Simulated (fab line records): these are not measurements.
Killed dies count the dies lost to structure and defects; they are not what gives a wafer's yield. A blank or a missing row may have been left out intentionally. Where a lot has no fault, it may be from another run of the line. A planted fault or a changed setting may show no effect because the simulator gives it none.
fab line records | flow n5_finfet
record: lots: 6 | wafers: 18 | last_day: 19
route steps=1938 shown BEOL_M9@1419
lots that met no fault: from a run of the same line without faults
start_h: hours from the record's opening day to when the first of the lot's shown wafers began | wait_h: how many hours have passed since the lot's step before this one | " same as the row above | L1.1+2: one row covering several wafers at once | - value missing, or start not given | * or withheld: withheld | < > ~ a bound
route shown NAME@n: NAME is a module with steps in the file, n the number in the route of the first one | usual: mean/standard deviation taken from wafers without a fault | same: alike in all rows | chamber/n: place in a boat | sites: the reading at each site | _std_site: their standard deviation | _edge_site: the outer-site mean with the inner-site mean subtracted | radius_mm: how far each site lies from the wafer's centre | mask NAME#n: copy n | behind: tool/chamber where the wafer was last shaped | hold: reason for holding the lot/hours on hold/outcome of the hold | device: which transistor (n, p or np) failed to switch | end of line: tests of these same wafers at the route's end | for a step that has no rows: nothing shown but its recipe | killed: at the first sort, the dies lost to defects and structure; wafer yield is something else | map: a wafer's dies, marking killed ones x, the rest . and places with no die _
set.NAME: the setting that was run; set.NAME@STEP: the one run at that earlier step | model.NAME: the simulator's own value behind a step, which no gauge read
a table for each step, a row for each wafer; lots at some steps of the route
services: from which hour (start_h, from the record's first day; less than 0 if before it) a tool's chamber was out of use, for how many hours, and why
== steps ==
step: N5_BEOL_M9_ETCH_62
recipe: chemistry: N2/H2 | target: SOC | target_depth_a: 1100 | overetch_a: 220 | mask_material: SiARC | temp_c: 40 | time_s: 165 | ion_energy_ev: 200 | pressure_mtorr: 30 | source_w: 840 | bias_w: 150 | n2_flow_sccm: 200 | h2_flow_sccm: 200
usual: drypump_motor_current_A: 5.8/0.44 | n2_flow_sccm: 199.9/0.64 | oes_product_au: 0.67/0.07 | rf_vpp_V: 523.1/2.1 | showerhead_plenum_p_Torr: 2.51/0.07 | temp_c: 40.00/0.11 | throttle_valve_pct: 17.90/0.23
lot.wafer | tool        | chamber | start_h | wait_h | drypump_motor_current_A | n2_flow_sccm | oes_product_au | rf_hours_counter_h | rf_vpp_V | showerhead_plenum_p_Torr | temp_c | throttle_valve_pct
L586.1    | rie_diel-02 | 2       | 247.63  | 0.0    | 6.0                     | 200.1        | 0.71           | 74                 | 522.3    | 2.47                     | 39.76  | 17.84
L586.3    | "           | 1       | "       | "      | 5.6                     | 199.3        | 0.63           | 170                | 521.1    | 2.43                     | 39.84  | 18.11
L586.4    | "           | 0       | "       | "      | 4.8                     | 200.5        | 0.81           | 10                 | 526.1    | 2.60                     | 40.07  | 17.72
L588.3    | rie_diel-05 | 2       | 281.04  | 0.0    | 6.2                     | 200.3        | 0.75           | 31                 | 522.3    | 2.49                     | 40.07  | 17.73
L588.5    | "           | 0       | "       | "      | 5.8                     | 199.8        | 0.58           | -                  | 522.8    | 2.50                     | 39.98  | 17.74
L588.6    | "           | 1       | "       | "      | 5.3                     | 200.4        | 0.73           | -                  | 525.2    | 2.58                     | 39.82  | 17.64
L591.1    | rie_diel-02 | 1       | 283.96  | 0.0    | 5.6                     | 200.7        | 0.62           | 182                | 522.0    | 2.43                     | 39.98  | 18.12
L591.2    | "           | 0       | "       | "      | 4.8                     | 199.5        | 0.78           | 22                 | 524.9    | 2.59                     | 39.81  | 17.75
L591.4    | "           | 2       | "       | "      | 6.1                     | 201.1        | 0.71           | 86                 | 521.3    | 2.46                     | 39.99  | 17.86
L604.3    | rie_diel-05 | 1       | 367.50  | 0.0    | 5.3                     | 199.6        | 0.69           | 97                 | 525.9    | 2.57                     | 39.97  | 17.70
L604.4    | "           | 2       | "       | "      | 6.2                     | 199.8        | 0.72           | 65                 | 521.9    | 2.47                     | 40.22  | 17.77
L604.6    | "           | 0       | "       | "      | 5.8                     | 199.2        | 0.81           | -                  | 523.3    | 2.49                     | 40.03  | 17.40
L605.2    | rie_diel-03 | 3       | 367.57  | 0.0    | 5.5                     | 199.8        | 0.58           | 224                | 526.6    | 2.62                     | 40.05  | 18.05
L605.4    | "           | 1       | "       | "      | 5.7                     | 200.5        | 0.59           | -                  | 523.9    | 2.51                     | 39.93  | 18.34
L605.6    | "           | 3       | "       | "      | 5.5                     | 200.9        | 0.58           | -                  | 525.4    | 2.62                     | 40.02  | 18.02
L607.3    | rie_diel-02 | 3       | 402.97  | 0.0    | 5.9                     | 199.3        | 0.58           | 246                | 518.8    | 2.40                     | 40.01  | 17.97
L607.5    | "           | 1       | "       | "      | 5.6                     | 199.3        | 0.60           | -                  | 518.9    | 2.41                     | 40.02  | 18.19
L607.6    | "           | 0       | "       | "      | 4.8                     | 200.0        | 0.73           | -                  | 525.3    | 2.58                     | 39.70  | 17.81
step: N5_BEOL_M9_STRIP_68
recipe: chemistry: N2/H2 | temp_c: 40 | n2_flow_sccm: 200 | h2_flow_sccm: 200 | rf_frequency_hz: 6e+07
step: N5_BEOL_M9_STRIP_67
recipe: chemistry: CF4 | resist: SiARC | power_w: 300 | bias_power_w: 75 | pressure_mtorr: 50 | cf4_flow_sccm: 150 | rf_frequency_hz: 6e+07
usual: drypump_motor_current_A: 5.8/0.45 | oes_product_au: 0.79/0.083 | rf_vpp_V: 270.6/1.4 | showerhead_plenum_p_Torr: 1.77/0.045 | throttle_valve_pct: 13.63/0.24
lot.wafer | tool        | chamber | start_h | wait_h | drypump_motor_current_A | oes_product_au | rf_hours_counter_h | rf_vpp_V | showerhead_plenum_p_Torr | throttle_valve_pct
L586.1    | rie_diel-02 | 2       | 247.77  | 0.0    | 6.0                     | 0.84           | 74                 | 269.7    | 1.74                     | 13.54
L586.3    | "           | 1       | "       | "      | 5.6                     | 0.75           | 170                | 268.0    | 1.71                     | 13.80
L586.4    | "           | 0       | "       | "      | 4.8                     | 0.96           | 10                 | 272.3    | 1.84                     | 13.41
L588.3    | rie_diel-05 | 0       | 281.18  | 0.0    | 5.8                     | 0.69           | 233                | 269.8    | 1.77                     | 13.57
L588.5    | "           | 0       | "       | "      | 5.8                     | 0.69           | -                  | 271.2    | 1.77                     | 13.57
L588.6    | "           | 1       | "       | "      | 5.3                     | 0.86           | -                  | 272.2    | 1.81                     | 13.26
L591.1    | rie_diel-02 | 1       | 284.11  | 0.0    | 5.6                     | 0.73           | 182                | 268.1    | 1.71                     | 13.81
L591.2    | "           | 0       | "       | "      | 4.8                     | 0.93           | 22                 | 270.2    | 1.83                     | 13.44
L591.4    | "           | 2       | "       | "      | 6.0                     | 0.83           | 86                 | 268.9    | 1.74                     | 13.58
L604.3    | rie_diel-05 | 1       | 367.65  | 0.0    | 5.3                     | 0.81           | 97                 | 271.4    | 1.80                     | 13.33
L604.4    | "           | 2       | "       | "      | 6.2                     | 0.86           | 65                 | 270.4    | 1.75                     | 13.59
L604.6    | "           | 0       | "       | "      | 5.8                     | 0.95           | -                  | 269.9    | 1.77                     | 13.05
L605.2    | rie_diel-03 | 3       | 367.71  | 0.0    | 5.5                     | 0.68           | 224                | 271.2    | 1.84                     | 13.82
L605.4    | "           | 1       | "       | "      | 5.7                     | 0.69           | -                  | 271.4    | 1.77                     | 13.97
L605.6    | "           | 3       | "       | "      | 5.5                     | 0.68           | -                  | 270.2    | 1.84                     | 13.82
L607.3    | rie_diel-02 | 3       | 403.11  | 0.0    | 5.9                     | 0.69           | 246                | 267.8    | 1.71                     | 13.74
L607.5    | "           | 1       | "       | "      | 5.6                     | 0.71           | -                  | 269.3    | 1.70                     | 13.89
L607.6    | "           | 0       | "       | "      | 4.8                     | 0.86           | -                  | 272.1    | 1.82                     | 13.54
step: N5_BEOL_M9_HM_OPEN_17
recipe: chemistry: Cl2/BCl3 | target_depth_a: 200 | overetch_a: 60 | target: TiN | mask_material: SOC | ion_energy_ev: 150 | pressure_mtorr: 10 | icp_w: 1000 | bias_w: 126 | Cl2_flow_sccm: 53.25 | bcl3_flow_sccm: 21.75 | Ar_flow_sccm: 25
usual: drypump_motor_current_A: 5.9/0.53 | oes_product_au: 0.71/0.058 | throttle_valve_pct: 21.97/0.23
lot.wafer | tool         | chamber | start_h | wait_h | drypump_motor_current_A | oes_product_au | rf_hours_counter_h | throttle_valve_pct
L586.1    | rie_metal-01 | 1       | 247.81  | 0.0    | 6.1                     | 0.67           | 39                 | 21.83
L586.3    | "            | 0       | "       | "      | 6.8                     | 0.79           | -                  | 22.05
L586.4    | "            | 1       | "       | "      | 6.2                     | 0.67           | -                  | 21.83
L588.3    | rie_metal-02 | 1       | 281.28  | 0.1    | 6.0                     | 0.70           | -                  | 22.40
L588.5    | "            | 1       | "       | "      | 6.0                     | 0.70           | -                  | 22.40
L588.6    | "            | 1       | "       | "      | 6.0                     | 0.70           | -                  | 22.37
L591.1    | rie_metal-01 | 1       | 284.15  | 0.0    | 6.2                     | 0.65           | 43                 | 21.83
L591.2    | "            | 0       | "       | "      | 6.8                     | 0.75           | 8                  | 22.06
L591.4    | "            | 0       | "       | "      | 6.8                     | 0.77           | -                  | 22.07
L604.3    | rie_metal-02 | 1       | 367.72  | 0.1    | 6.0                     | 0.69           | -                  | 22.39
L604.4    | "            | 0       | "       | "      | 5.6                     | 0.77           | -                  | 21.84
L604.6    | "            | 1       | "       | "      | 6.0                     | 0.68           | -                  | 22.39
L605.2    | rie_metal-03 | 0       | 367.75  | 0.0    | 5.9                     | 0.76           | 6                  | 21.65
L605.4    | "            | 0       | "       | "      | 5.9                     | 0.77           | -                  | 21.65
L605.6    | "            | 1       | "       | "      | 5.1                     | 0.63           | -                  | 21.95
L607.3    | rie_metal-03 | 0       | 403.18  | 0.1    | 5.9                     | 0.77           | -                  | 21.63
L607.5    | "            | 1       | "       | "      | 5.1                     | 0.63           | -                  | 21.92
L607.6    | "            | 0       | "       | "      | 5.9                     | 0.76           | -                  | 21.63
step: N5_BEOL_M9_STRIP_19
recipe: chemistry: O2 | power_w: 400 | temp_c: 40 | pressure_mtorr: 30 | rf_frequency_hz: 6e+07 | bias_power_w: 0 | overash_fraction: 0.2 | o2_flow_sccm: 225
usual: drypump_motor_current_A: 5.8/0.4 | oes_product_au: 0.77/0.085 | rf_vpp_V: 3.7/0.61 | showerhead_plenum_p_Torr: 2.09/0.065 | temp_c: 39.99/0.1 | throttle_valve_pct: 16.77/0.21
lot.wafer | tool        | chamber | start_h | wait_h | drypump_motor_current_A | oes_product_au | rf_hours_counter_h | rf_vpp_V | showerhead_plenum_p_Torr | temp_c | throttle_valve_pct
L586.1    | rie_diel-03 | 1       | 247.93  | 0.1    | 5.7                     | 0.72           | 198                | 3.9      | 2.08                     | 39.85  | 16.99
L586.3    | "           | 3       | "       | "      | 5.6                     | 0.70           | 192                | 3.8      | 2.17                     | 39.85  | 16.86
L586.4    | "           | 2       | "       | "      | 5.7                     | 0.69           | 221                | 2.9      | 1.99                     | 39.87  | 16.85
L588.3    | rie_diel-03 | 3       | 281.43  | 0.1    | 5.5                     | 0.70           | 201                | 5.1      | 2.17                     | 39.95  | 16.87
L588.5    | "           | 2       | "       | "      | 5.7                     | 0.67           | -                  | 3.8      | 1.99                     | 40.07  | 16.85
L588.6    | "           | 3       | "       | "      | 5.6                     | 0.69           | -                  | 2.8      | 2.17                     | 40.02  | 16.87
L591.1    | rie_diel-05 | 3       | 284.30  | 0.1    | 6.4                     | 0.74           | 171                | 3.6      | 2.08                     | 39.96  | 16.98
L591.2    | "           | 1       | "       | "      | 5.3                     | 0.87           | 59                 | 3.4      | 2.13                     | 40.06  | 16.43
L591.4    | "           | 1       | "       | "      | 5.4                     | 0.87           | -                  | 4.3      | 2.13                     | 40.06  | 16.43
L604.3    | rie_diel-03 | 0       | 367.80  | 0.1    | 6.0                     | 0.76           | 144                | 4.2      | 2.17                     | 39.91  | 16.72
L604.4    | "           | 3       | "       | "      | 5.5                     | 0.68           | -                  | 4.7      | 2.16                     | 40.14  | 16.92
L604.6    | "           | 0       | "       | "      | 5.9                     | 0.76           | -                  | 4.7      | 2.17                     | 39.99  | 16.73
L605.2    | rie_diel-03 | 1       | 367.86  | 0.1    | 5.7                     | 0.70           | 224                | 3.7      | 2.07                     | 40.10  | 17.04
L605.4    | "           | 1       | "       | "      | 5.7                     | 0.69           | -                  | 3.9      | 2.07                     | 40.07  | 17.03
L605.6    | "           | 3       | "       | "      | 5.5                     | 0.68           | -                  | 4.3      | 2.16                     | 39.97  | 16.93
L607.3    | rie_diel-02 | 2       | 403.26  | 0.1    | 6.1                     | 0.78           | 129                | 2.4      | 2.02                     | 39.99  | 16.78
L607.5    | "           | 1       | "       | "      | 5.6                     | 0.70           | -                  | 3.5      | 1.99                     | 39.80  | 17.03
L607.6    | "           | 0       | "       | "      | 4.8                     | 0.87           | -                  | 5.3      | 2.13                     | 40.05  | 16.69
step: N5_BEOL_M9_CD_MEAS_18
recipe: pitch_nm: 140 | target_cd_nm: 70
usual: cd_nm: 69.9/0.48
lot.wafer | tool      | chamber | start_h | wait_h | cd_nm
L586.1    | cd_sem-01 | -       | 248.00  | 0.0    | 70.0
L586.3    | "         | -       | "       | "      | 69.9
L586.4    | "         | -       | "       | "      | 70.1
L588.3    | cd_sem-01 | -       | 281.50  | 0.1    | 68.9
L588.5    | "         | -       | "       | "      | 69.3
L588.6    | "         | -       | "       | "      | 69.6
L591.1    | cd_sem-02 | -       | 284.38  | 0.1    | 70.4
L591.2    | "         | -       | "       | "      | 70.3
L591.4    | "         | -       | "       | "      | 69.4
L604.3    | cd_sem-02 | -       | 367.87  | 0.1    | 71.1
L604.4    | "         | -       | "       | "      | 70.7
L604.6    | "         | -       | "       | "      | 70.2
L605.2    | cd_sem-02 | -       | 367.94  | 0.1    | 69.3
L605.4    | "         | -       | "       | "      | 69.8
L605.6    | "         | -       | "       | "      | 69.2
L607.3    | cd_sem-03 | -       | 403.34  | 0.1    | 69.8
L607.5    | "         | -       | "       | "      | 69.8
L607.6    | "         | -       | "       | "      | 69.9
step: N5_BEOL_M9_COAT_63
recipe: resist: SOC | temp_c: 250 | time_s: 60 | spin_rpm: 1500 | resist_thk_nm: 60
step: N5_BEOL_M9_COAT_64
recipe: resist: SiARC | temp_c: 220 | time_s: 60 | spin_rpm: 1500 | resist_thk_nm: 12
step: N5_BEOL_M9_COAT_75
recipe: resist: underlayer | temp_c: 205 | time_s: 60 | spin_rpm: 1500 | resist_thk_nm: 5
step: N5_BEOL_M9_COAT_22
recipe: resist: CAR-EUV | spin_rpm: 1500 | resist_thk_nm: 30
step: N5_BEOL_M9_EBR_24
recipe: solvent: PGMEA | ebr_width_mm: 1.5
step: N5_BEOL_M9_SOFTBAKE_23
recipe: temp_c: 110 | time_s: 60 | resist: CAR-EUV
step: N5_BEOL_M9_EXPOSE_25
recipe: mask_id: V8 | na: 0.33 | source_shape: annular | sigma_inner: 0.4 | sigma_outer: 0.8 | polarization: unpolarized | dose_mj: 37.25
usual: exposure_dose_mJ_cm2: 37.18/0.043 | focus_offset_nm: 0.0/0.51 | reticle_temp_C: 22.99/0.094 | stage_msd_nm: 0.799/0.013
lot.wafer | tool           | chamber | start_h | wait_h | mask | exposure_dose_mJ_cm2 | focus_offset_nm | reticle_temp_C | stage_msd_nm
L586.1    | euv_scanner-02 | 0       | 252.06  | -      | V8#0 | 37.25                | -0.7            | 22.99          | 0.796
L586.3    | "              | 0       | "       | "      | V8#0 | 37.20                | -0.2            | 23.11          | 0.796
L586.4    | "              | 0       | "       | "      | V8#0 | 37.18                | -0.7            | 23.09          | 0.796
L588.3    | euv_scanner-02 | -       | 281.69  | -      | V8#0 | -                    | -               | -              | -
L588.5    | "              | -       | "       | "      | V8#0 | -                    | -               | -              | -
L588.6    | "              | -       | "       | "      | V8#0 | -                    | -               | -              | -
L591.1    | euv_scanner-02 | -       | 284.60  | -      | V8#0 | -                    | -               | -              | -
L591.2    | "              | -       | "       | "      | V8#0 | -                    | -               | -              | -
L591.4    | "              | -       | "       | "      | V8#0 | -                    | -               | -              | -
L604.3    | euv_scanner-02 | 0       | 368.06  | -      | V8#0 | 37.16                | 0.0             | 22.76          | 0.792
L604.4    | "              | 0       | "       | "      | V8#0 | 37.14                | -0.4            | 22.94          | 0.797
L604.6    | "              | 0       | "       | "      | V8#0 | 37.22                | 0.4             | 22.95          | 0.794
L605.2    | euv_scanner-02 | 0       | 368.11  | -      | V8#0 | 37.22                | -0.6            | 22.92          | 0.796
L605.4    | "              | 0       | "       | "      | V8#0 | 37.19                | -0.2            | 22.93          | 0.799
L605.6    | "              | 0       | "       | "      | V8#0 | 37.16                | -0.6            | 22.86          | 0.795
L607.3    | euv_scanner-02 | 0       | 404.51  | -      | V8#0 | 37.16                | -0.3            | 23.05          | 0.799
L607.5    | "              | 0       | "       | "      | V8#0 | 37.16                | -1.1            | 22.93          | 0.797
L607.6    | "              | 0       | "       | "      | V8#0 | 37.23                | 0.1             | 23.07          | 0.797
step: N5_BEOL_M9_PEB_26
recipe: peb_temp_c: 100 | peb_time_s: 60 | resist: CAR-EUV
== services ==
tool           | chamber | start_h | hours | kind
euv_scanner-02 | -       | 227.47  | 2.0   | repair
rie_diel-05    | 3       | 227.96  | 6.0   | repair
rie_diel-05    | 1       | 229.85  | 2.6   | repair
rie_diel-02    | -       | 241.35  | 2.8   | pm
rie_diel-05    | 0       | 249.90  | 1.2   | repair
rie_diel-02    | 3       | 250.98  | 4.4   | repair
rie_diel-03    | 3       | 251.86  | 6.5   | repair
euv_scanner-02 | -       | 262.06  | 1.0   | pm
euv_scanner-02 | -       | 264.95  | 0.5   | repair
rie_diel-05    | 2       | 281.14  | 7.1   | repair
rie_diel-02    | 0       | 294.77  | 12.3  | repair
rie_diel-03    | 1       | 312.30  | 15.5  | repair
rie_diel-05    | 3       | 315.21  | 3.1   | repair
euv_scanner-02 | -       | 318.21  | 1.0   | pm
euv_scanner-02 | -       | 319.60  | 0.5   | repair
rie_diel-02    | 2       | 322.19  | 4.5   | repair
rie_diel-03    | -       | 327.21  | 28.1  | pm
rie_diel-02    | -       | 332.96  | 1.8   | repair
rie_diel-02    | 0       | 350.85  | 2.9   | repair
euv_scanner-02 | -       | 353.35  | 4.6   | pm
euv_scanner-02 | -       | 362.49  | 0.2   | repair
rie_diel-02    | -       | 368.45  | 4.3   | pm
rie_diel-03    | -       | 374.24  | 1.1   | repair
euv_scanner-02 | -       | 374.36  | 1.0   | pm
== key ==
first_sign: step: N5_BEOL_M9_EXPOSE_25 | reading: tool_record | direction: missing
effect none on later readings
met_at N5_BEOL_M9_EXPOSE_25
struck_wafers L588.3,L588.5,L588.6,L591.1,L591.2,L591.4
later_rows_left_out L588.3,L588.5,L588.6,L591.1,L591.2,L591.4
sort_left_out L588.3,L588.5,L588.6,L591.1,L591.2,L591.4
onset_between 252.06 281.69
fault: kind: skipped_step_whole | tool: euv_scanner-02 | chamber: - | onset_h: 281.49 | steps: N5_BEOL_M9_EXPOSE_25 | scope: struck_lots_only
sort_left_out: the simulated sort isn't trusted on such a fault, so these wafers' sort isn't shown, and their yield isn't known
later_rows_left_out: the simulator's readings of these wafers behind a module that went badly wrong aren't trusted and aren't shown, but for the sort
